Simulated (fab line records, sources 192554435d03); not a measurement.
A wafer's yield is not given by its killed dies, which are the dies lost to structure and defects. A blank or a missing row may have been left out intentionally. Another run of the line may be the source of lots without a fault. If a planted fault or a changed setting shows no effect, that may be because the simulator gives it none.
Which tool was responsible?    flow n5 finfet    Sampling: 12 lots, 32 wafers, 5 of 1938 route steps

WHAT EACH GAUGE READ, for each wafer
N5_BEOL_M1_RS_MEAS_58: uses a four-point probe to measure. Usual: M1_RS gives 0.67 ohm/sq (standard deviation 0.038).
lot   measured      on             M1_RS (ohm/sq)  flag
L546  day 6 08:16   film metro-02  0.63 0.70       
L548  day 6 16:37   film metro-01  0.70 0.64       
L549  day 7 03:13   film metro-02  0.72 0.63 0.66  
L550  day 7 11:08   film metro-01  0.71 0.70 0.70  
L552  day 7 16:30   film metro-02  0.73 0.71 0.69  
L553  day 8 07:48   film metro-01  0.65 0.68       
L556  day 8 14:59   film metro-01  0.71 0.68 0.71  
L559  day 9 12:32   film metro-02  0.71 0.67       
L562  day 9 23:30   film metro-01  0.67 0.62 0.66  
L563  day 10 10:02  film metro-01  0.66 0.67 0.61  
L566  day 11 05:55  film metro-02  0.65 0.70 0.66  
L569  day 12 07:12  film metro-02  0.69 0.67 0.65  

N5_BEOL_M4_RC_MEAS_101. Usual: DIBL_N 36.3 mV/V, standard deviation 1.6; DIBL_P 36.2 mV/V, standard deviation 2.1; IOFF_N 0.16 nA/um, standard deviation 0.031; IOFF_P 0.21 nA/um, standard deviation 0.034; ION_N 673 uA/um, standard deviation 11; ION_P 461 uA/um, standard deviation 7.4; SS_N 71.6 mV/dec, standard deviation 0.55; SS_P 73.3 mV/dec, standard deviation 0.66; VT_N 251 mV, standard deviation 3.2; VT_P -251 mV, standard deviation 3.5.
lot   measured      on         DIBL_N (mV/V)   DIBL_P (mV/V)   IOFF_N (nA/um)  IOFF_P (nA/um)  ION_N (uA/um)  ION_P (uA/um)  SS_N (mV/dec)   SS_P (mV/dec)   VT_N (mV)    VT_P (mV)       flag
L546  day 7 13:00   prober-02  36.6 34.4       35.7 33.3       0.16 0.13       0.23 0.19       678 683        469 473        72.4 71.6       73.7 73.3       250 252      -252 -250       
L548  day 7 19:15   prober-02  33.4 35.0       33.4 36.1       0.12 0.15       0.15 0.20       664 661        452 453        70.8 71.6       72.9 73.3       258 249      -254 -251       
L549  day 8 12:02   prober-01  37.1 34.0 35.2  37.1 33.1 35.2  0.18 0.12 0.15  0.21 0.16 0.18  673 648 679    458 447 456    72.1 71.8 72.0  74.2 72.7 73.1  248 254 250  -250 -255 -254  
L550  day 8 17:03   prober-02  36.0 38.8 38.9  35.8 39.2 39.4  0.14 0.20 0.19  0.22 0.28 0.28  661 679 675    460 467 473    72.0 71.9 72.2  73.4 74.3 74.7  255 249 248  -250 -244 -244  
L552  day 9 00:52   prober-01  39.4 39.9 40.0  39.1 40.1 39.6  0.25 0.24 0.26  0.27 0.28 0.28  681 683 683    460 461 464    72.0 72.9 72.5  74.2 74.2 73.5  244 245 246  -247 -247 -248  
L553  day 9 13:11   prober-01  34.9 36.1       34.1 35.5       0.12 0.14       0.17 0.18       655 669        452 454        70.8 71.9       72.7 72.6       253 255      -255 -254       
L556  day 9 19:12   prober-01  34.6 36.0 35.9  34.2 36.7 36.5  0.14 0.18 0.17  0.17 0.20 0.20  675 683 694    458 469 469    71.9 71.6 72.3  73.1 73.8 74.3  252 249 249  -255 -251 -252  
L559  day 10 20:37  prober-01  38.2 35.9       37.3 35.5       0.17 0.14       0.19 0.17       673 669        450 451        72.4 70.9       73.8 72.5       249 252      -257 -256       
L562  day 11 05:26  prober-02  37.3 33.8 35.9  38.7 33.8 36.8  0.19 0.12 0.17  0.27 0.20 0.24  687 680 680    475 476 469    71.9 70.7 71.6  73.0 72.2 73.1  245 252 247  -241 -248 -244  
L563  day 11 13:49  prober-02  36.2 38.6 35.8  33.6 36.5 33.4  0.13 0.18 0.13  0.19 0.23 0.19  663 679 653    451 464 456    71.1 71.7 71.4  72.5 73.8 73.3  253 252 253  -255 -248 -254  
L566  day 12 09:29  prober-01  36.9 33.8 36.6  37.1 33.7 37.1  0.16 0.11 0.16  0.18 0.13 0.17  670 662 682    454 446 459    71.6 70.9 71.5  73.1 72.7 73.2  251 256 249  -258 -262 -258  
L569  day 13 10:01  prober-01  37.9 39.1 39.1  38.5 41.1 41.7  0.19 0.23 0.25  0.23 0.28 0.29  687 697 708    466 472 478    71.7 73.3 72.5  74.6 74.0 74.3  248 245 243  -249 -248 -248  

TOOL THAT RAN EACH LOT (tool first, then ch and the chambers of the sampled wafers, then the start)
lot   N5_BEOL_M1_ANNEAL_91          N5_BEOL_M1_SPUTTER_94         N5_BEOL_M2_COAT_62
L546  pvd sputter-03, day 6 06:38   pvd sputter-03, day 6 06:59   litho track-02 ch 0, day 6 10:33
L548  pvd sputter-03, day 6 14:48   pvd sputter-03, day 6 15:10   litho track-03 ch 0, day 6 17:28
L549  pvd sputter-01, day 7 01:35   pvd sputter-01, day 7 01:56   litho track-03 ch 0, day 7 05:04
L550  pvd sputter-03, day 7 09:29   pvd sputter-03, day 7 09:50   litho track-01 ch 0, day 7 12:34
L552  pvd sputter-03, day 7 14:46   pvd sputter-03, day 7 15:07   litho track-03 ch 0, day 7 18:35
L553  pvd sputter-02, day 8 06:10   pvd sputter-02, day 8 06:32   litho track-01 ch 0, day 8 08:19
L556  pvd sputter-02, day 8 13:08   pvd sputter-02, day 8 13:29   litho track-01 ch 0, day 8 15:35
L559  pvd sputter-03, day 9 10:38   pvd sputter-03, day 9 10:59   litho track-01 ch 0, day 9 13:43
L562  pvd sputter-03, day 9 21:50   pvd sputter-03, day 9 22:12   litho track-02 ch 0, day 10 01:41
L563  pvd sputter-02, day 10 08:14  pvd sputter-02, day 10 08:36  litho track-02 ch 0, day 10 11:40
L566  pvd sputter-02, day 11 04:16  pvd sputter-02, day 11 04:38  litho track-02 ch 0, day 11 06:29
L569  pvd sputter-01, day 12 05:26  pvd sputter-01, day 12 05:48  litho track-01 ch 0, day 12 08:32
- N5_BEOL_M1_ANNEAL_91: time 240 s.
- N5_BEOL_M1_SPUTTER_94: material Cu, target thk 4.5 nm, time 8.29 s.
- N5_BEOL_M2_COAT_62: time 60 s, resist thk 12 nm.

AS READ BY THE TOOLS THEMSELVES (means over the sampled wafers that have a number; for cases with no such wafer, the mark the record gives instead)
N5_BEOL_M1_ANNEAL_91. Usual: heater power w reads 823 W (standard deviation 60).
lot   tool            heater power w (W)  flag
L546  pvd sputter-03  786                 
L548  pvd sputter-03  837                 
L549  pvd sputter-01  839                 
L550  pvd sputter-03  815                 
L552  pvd sputter-03  825                 
L553  pvd sputter-02  885                 
L556  pvd sputter-02  779                 
L559  pvd sputter-03  888                 
L562  pvd sputter-03  841                 
L563  pvd sputter-02  773                 
L566  pvd sputter-02  817                 
L569  pvd sputter-01  844                 

N5_BEOL_M1_SPUTTER_94. Usual: substrate temp c -20.00 C, standard deviation 0.11; throttle valve pct 29.6 %, standard deviation 1.2.
lot   tool            substrate temp c (C)  throttle valve pct (%)  flag
L546  pvd sputter-03  -20.02                30.9                    
L548  pvd sputter-03  -19.84                29.1                    
L549  pvd sputter-01  -20.06                29.6                    
L550  pvd sputter-03  -19.99                31.1                    
L552  pvd sputter-03  -19.95                30.4                    
L553  pvd sputter-02  -20.11                29.1                    
L556  pvd sputter-02  -20.05                28.6                    
L559  pvd sputter-03  -19.92                29.8                    
L562  pvd sputter-03  -20.00                29.3                    
L563  pvd sputter-02  -20.05                29.5                    
L566  pvd sputter-02  -20.07                28.7                    
L569  pvd sputter-01  -19.92                29.8                    

N5_BEOL_M2_COAT_62. Usual: resist line temp C 23.03 C, standard deviation 0.1; spin speed rpm 1499.9 rpm, standard deviation 0.98.
lot   tool            resist line temp C (C)  spin speed rpm (rpm)  flag
L546  litho track-02  23.09                   1499.8                
L548  litho track-03  22.90                   1500.2                
L549  litho track-03  22.98                   1500.2                
L550  litho track-01  23.02                   1499.2                
L552  litho track-03  23.07                   1500.1                
L553  litho track-01  23.10                   1500.1                
L556  litho track-01  23.16                   1500.4                
L559  litho track-01  22.97                   1500.2                
L562  litho track-02  23.10                   1499.0                
L563  litho track-02  23.01                   1628.0                OFF
L566  litho track-02  23.18                   1626.3                OFF
L569  litho track-01  23.06                   1499.0                

THE ANSWER, worked out from the rows above alone
Rule: lot off if the mean of its wafers having a number is beyond 3 standard deviations from the usual mean. Also off: a lot with no number at a reading for which 4 or more lots have one. All remaining lots with rows at the step are treated as sound. After the gauges, taken in route order, come the tools' own readings; for these a lot's mean is taken, as printed above. At the first step where some lot is off, the reading lying furthest off is the one used; lots without a number count as furthest.
Off: L563, L566 (N5_BEOL_M2_COAT_62, spin speed rpm).
A tool fits if, at that step or a process step before it, it ran every lot that is off, and no sound lot after the first of them. This does not decide it: 2 tools fit, namely pvd sputter-02 at N5_BEOL_M1_ANNEAL_91 and N5_BEOL_M1_SPUTTER_94 and litho track-02 at N5_BEOL_M2_COAT_62.

WHAT THE SIMULATOR PUT IN
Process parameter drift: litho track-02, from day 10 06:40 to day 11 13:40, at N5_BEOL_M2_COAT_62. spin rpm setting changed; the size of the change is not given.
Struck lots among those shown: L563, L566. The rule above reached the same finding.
